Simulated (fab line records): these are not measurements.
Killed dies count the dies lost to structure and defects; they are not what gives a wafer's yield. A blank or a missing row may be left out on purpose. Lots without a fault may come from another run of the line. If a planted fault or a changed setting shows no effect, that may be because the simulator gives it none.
fab line records	flow nandHarc	part 2 of 2: steps 5 to 6 of 6
record: lots: 21	wafers: 63	lastDay: 35
route steps=1302 shown A_STAIRCASE@738
lots with no fault: from the same line, run without faults
startH: start of the lot's first displayed wafer, in hours after the record's first day	waitH: how many hours have passed since the lot's step before this one	" repeats the value in the row above	L1.1+2: a single row standing in for several wafers	- either no value or no given start	* or withheld: withheld	< > ~ a bound
route shown NAME@n: NAME is a module with steps in the file, n the number in the route of the first one	usual: mean/standard deviation taken from wafers without a fault	same: alike in all rows	chamber/n: place in a boat	sites: readings site by site	_std_site: the values' standard deviation	_edge_site: inner sites' mean taken away from outer sites' mean	radiusMm: how far each site lies from the wafer's centre	mask NAME#n: copy n	behind: the tool/chamber that last shaped the wafer	hold: what put the lot on hold/how long, in hours/how the hold closed	device: transistor that didn't switch, given as n, p or np	end of line: the route-end tests of the same wafers	where a step has no rows: the recipe by itself	killed: dies that structure and defects cost at the first sort, which is not the same as the wafer's yield	map: per-die view of a wafer (x killed, . not killed, _ where there is no die)
set.NAME: the setting the step ran with; set.NAME@STEP: the setting that earlier step ran with	model.NAME: the simulator's own value behind a step, which no gauge read
one table for each step of the route and one row for each wafer, over a sample of lots
services: from which hour (startH, from the record's first day; less than 0 if before it) a tool's chamber was out of use, for how many hours, and why
== steps ==
step: NHARC_A_STAIRCASE_DEP_151
recipe: targetThkA: 72000	tempC: 400	targetThkNm: 7200	teosFlowSccm: 200	rfW: 500	material: SiO2
usual: heaterPowerW: 620/100
lot.wafer	tool	chamber	startH	waitH	heaterPowerW
L074.2	pecvd-01	2	407.16	0.6	737
L074.5	"	1	"	"	535
L074.6	"	2	"	"	608
L076.2	pecvd-04	0	421.12	0.4	756
L076.4	"	1	"	"	634
L076.5	"	0	"	"	619
L077.1	pecvd-04	1	424.43	0.4	744
L077.2	"	0	"	"	697
L077.3	"	1	"	"	642
L078.1	pecvd-03	2	427.81	0.4	568
L078.2	"	0	"	"	577
L078.3	"	1	"	"	612
L080.1	pecvd-03	2	461.76	0.4	482
L080.2	"	1	"	"	528
L080.5	"	2	"	"	483
L079.2	pecvd-04	1	473.36	0.6	753
L079.5	"	2	"	"	742
L079.4	"	0	"	"	623
L082.1	pecvd-03	1	493.53	0.4	630
L082.2	"	0	"	"	522
L082.6	"	0	"	"	455
L083.2	pecvd-01	0	493.73	0.6	601
L083.6	"	1	"	"	552
L083.5	"	2	"	"	608
L084.2	pecvd-03	0	502.70	0.6	550
L084.4	"	1	"	"	504
L084.6	"	0	"	"	464
L086.2	pecvd-03	0	511.00	0.9	542
L086.3	"	1	"	"	515
L086.5	"	2	"	"	480
L087.2	pecvd-01	0	546.08	0.4	692
L087.3	"	2	"	"	792
L087.5	"	1	"	"	486
L088.2	pecvd-03	0	546.18	0.5	510
L088.1	"	1	"	"	645
L088.4	"	2	"	"	476
L089.1	pecvd-04	0	546.29	0.6	719
L089.6	"	2	"	"	706
L089.5	"	0	"	"	627
L090.2	pecvd-01	1	555.96	0.5	596
L090.3	"	2	"	"	801
L090.6	"	2	"	"	671
L091.1	pecvd-04	1	570.92	0.6	763
L091.5	"	2	"	"	717
L091.4	"	1	"	"	650
L093.3	pecvd-04	2	589.66	0.4	767
L093.6	"	0	"	"	618
L093.5	"	1	"	"	640
L092.1	pecvd-01	0	589.66	0.4	642
L092.3	"	2	"	"	719
L092.5	"	1	"	"	496
L094.2	pecvd-01	0	596.63	0.6	651
L094.5	"	1	"	"	502
L094.4	"	0	"	"	632
L096.3	pecvd-01	2	628.27	0.4	824
L096.2	"	1	"	"	608
L096.5	"	2	"	"	671
L095.3	pecvd-04	0	628.28	0.4	629
L095.6	"	0	"	"	626
L095.5	"	2	"	"	722
L097.3	pecvd-03	0	639.94	0.4	553
L097.2	"	1	"	"	569
L097.4	"	2	"	"	494
step: NHARC_A_STAIRCASE_DESCUM_443
recipe: timeS: 3	o2FlowSccm: 200	arFlowSccm: 0	biasPowerW: 0	chemistry: O2
usual: drypumpMotorCurrentA: 5.8/0.54	mfcArSccm: 0.011/0.013	oesProductAu: 0.998/0.011	rfVppV: 57.7/0.88	showerheadPlenumPTorr: 1.89/0.083	throttleValvePct: 11.311/0.0091
same: biasPowerW: 0
lot.wafer	tool	chamber	startH	waitH	drypumpMotorCurrentA	mfcArSccm	oesProductAu	rfHoursCounterH	rfVppV	showerheadPlenumPTorr	throttleValvePct
L074.2	rieDiel-04	0	439.81	-	5.5	0.020	0.990	24	57.6	1.87	11.315
L074.6	"	0	"	"	5.5	0.020	0.994	-	58.5	1.87	11.293
L074.5	"	1	"	"	5.6	0	0.999	-	56.7	1.86	11.308
L077.1	rieDiel-04	0	449.57	-	5.5	0.020	0.990	30	57.4	1.87	11.305
L077.3	"	1	"	"	5.6	0	1.008	30	57.5	1.86	11.313
L077.2	"	3	"	"	6.6	0.006	0.977	30	56.9	2.07	11.309
L076.4	rieDiel-05	3	449.81	-	5.2	0	0.993	9	56.8	1.96	11.315
L076.2	"	0	"	"	6.0	0	1.005	9	56.1	1.81	11.297
L076.5	"	3	"	"	5.3	0	0.986	-	57.6	1.96	11.318
L078.3	rieDiel-05	1	457.50	-	4.9	0.032	0.992	14	58.7	1.95	11.324
L078.2	"	2	"	"	5.7	0.034	0.988	13	57.7	1.77	11.312
L078.1	"	0	"	"	6.0	0	0.999	13	57.6	1.80	11.313
L080.1	rieDiel-04	2	488.51	-	5.2	0.017	1.006	40	59.1	1.94	11.319
L080.2	"	3	"	"	6.6	0.006	0.978	42	58.1	2.06	11.303
L080.5	"	2	"	"	5.2	0.017	1.005	-	57.3	1.94	11.312
L079.2	rieDiel-01	3	496.51	-	6.3	0	0.999	26	56.9	1.88	11.320
L079.4	"	0	"	"	6.7	0.003	0.992	27	57.0	1.79	11.314
L079.5	"	3	"	"	6.3	0	1.002	-	57.2	1.88	11.301
L083.2	rieDiel-05	1	521.70	-	4.9	0.032	0.991	35	57.7	1.95	11.311
L083.5	"	2	"	"	5.7	0.034	1.010	-	58.1	1.77	11.313
L083.6	"	3	"	"	5.3	0	0.992	-	55.9	1.95	11.315
L082.1	rieDiel-01	1	521.83	-	6.1	0	1.021	28	58.2	1.89	11.296
L082.2	"	2	"	"	6.2	0	1.008	32	56.8	1.87	11.322
L082.6	"	1	"	"	6.1	0	1.011	-	56.6	1.89	11.327
L084.4	rieDiel-05	3	528.43	-	5.2	0	0.991	43	57.8	1.95	11.303
L084.2	"	0	"	"	6.0	0	0.985	41	57.9	1.80	11.312
L084.6	"	1	"	"	4.9	0.032	0.989	-	59.4	1.95	11.336
L086.2	rieDiel-05	3	537.93	-	5.2	0	0.989	46	58.1	1.95	11.303
L086.3	"	2	"	"	5.7	0.034	1.004	43	56.3	1.77	11.307
L086.5	"	0	"	"	6.0	0	0.989	-	57.8	1.79	11.308
L089.1	rieDiel-01	2	571.43	-	6.1	0	0.985	1	58.0	1.87	11.298
L089.5	"	2	"	"	6.2	0	0.986	-	57.4	1.87	11.311
L089.6	"	3	"	"	6.3	0	1.005	-	58.8	1.88	11.320
L087.2	rieDiel-04	1	571.58	-	5.6	0	1.014	6	58.7	1.85	11.316
L087.3	"	3	"	"	6.6	0.006	0.993	8	59.6	2.05	11.318
L087.5	"	1	"	"	5.6	0	1.010	-	58.6	1.85	11.318
L088.2	rieDiel-05	2	571.90	-	5.7	0.034	1.004	56	58.4	1.76	11.298
L088.1	"	1	"	"	4.9	0.032	0.991	55	57.2	1.94	11.303
L088.4	"	1	"	"	4.9	0.032	0.995	-	57.9	1.94	11.330
L090.3	rieDiel-01	1	584.01	-	6.1	0	0.997	8	58.7	1.88	11.324
L090.2	"	0	"	"	6.7	0.003	1.003	6	57.2	1.78	11.312
L090.6	"	1	"	"	6.1	0	1.001	-	57.1	1.88	11.312
L091.4	rieDiel-01	0	603.25	-	6.7	0.003	0.997	13	58.8	1.78	11.311
L091.1	"	1	"	"	6.1	0	0.992	14	57.3	1.88	11.321
L091.5	"	0	"	"	6.7	0.003	0.991	-	57.2	1.78	11.298
L093.3	rieDiel-05	1	622.42	-	4.9	0.032	0.990	9	58.1	1.94	11.303
L093.6	"	2	"	"	5.7	0.034	1.004	-	59.6	2.07	11.322
L093.5	"	0	"	"	6.0	0	0.974	-	58.4	1.79	11.294
L094.2	rieDiel-01	3	622.44	-	6.4	0	1.010	22	57.0	1.87	11.303
L094.4	"	1	"	"	6.1	0	1.005	19	57.3	1.88	11.312
L094.5	"	2	"	"	6.2	0	0.996	-	56.1	1.86	11.309
L092.1	rieDiel-04	0	622.48	-	5.5	0.020	0.995	23	58.1	1.86	11.307
L092.3	"	1	"	"	5.6	0	1.013	20	56.1	1.84	11.312
L092.5	"	1	"	"	5.6	0	1.002	-	57.3	1.84	11.307
L096.3	rieDiel-05	2	651.10	-	5.7	0.034	1.009	18	59.3	2.07	11.318
L096.2	"	0	"	"	6.0	0	0.990	18	56.7	1.79	11.318
L096.5	"	1	"	"	4.9	0.032	1.001	-	57.7	1.93	11.315
L095.3	rieDiel-01	3	651.26	-	6.3	0	1.002	33	57.6	1.87	11.309
L095.6	"	2	"	"	6.2	0	0.980	-	57.2	1.86	11.311
L095.5	"	3	"	"	6.3	0	1.000	-	57.9	1.87	11.323
L097.2	rieDiel-04	2	663.14	-	5.2	0.017	1.020	35	57.7	1.92	11.293
L097.3	"	3	"	"	6.5	0.006	0.996	42	57.7	2.04	11.317
L097.4	"	3	"	"	6.6	0.006	0.995	-	59.0	2.04	11.320
== services ==
tool	chamber	startH	hours	kind
rieDiel-04	-	356.38	9.0	pm
pecvd-03	1	361.79	13.5	repair
pecvd-03	-	366.43	13.0	pm
rieDiel-01	-	382.01	9.0	pm
rieDiel-05	1	404.34	10.2	repair
rieDiel-05	-	407.70	9.0	pm
aldHk-04	-	410.11	0.3	repair
rieDiel-01	2	418.37	5.0	repair
aldHk-04	-	425.10	0.6	repair
aldHk-04	-	432.07	10.0	pm
rieDiel-01	3	432.83	5.4	repair
rieDiel-01	3	518.23	14.8	repair
rieDiel-04	-	533.38	9.0	pm
rieDiel-01	1	541.13	11.0	repair
rieDiel-05	0	541.14	4.4	repair
rieDiel-01	-	559.01	9.0	pm
rieDiel-05	0	571.25	7.7	repair
rieDiel-05	-	584.74	9.0	pm
rieDiel-04	2	591.69	4.0	repair
aldHk-04	-	611.65	10.0	pm
rieDiel-04	2	620.67	3.5	repair
rieDiel-05	3	621.63	9.3	repair
rieDiel-01	2	655.21	1.5	repair
rieDiel-04	1	656.79	14.2	repair
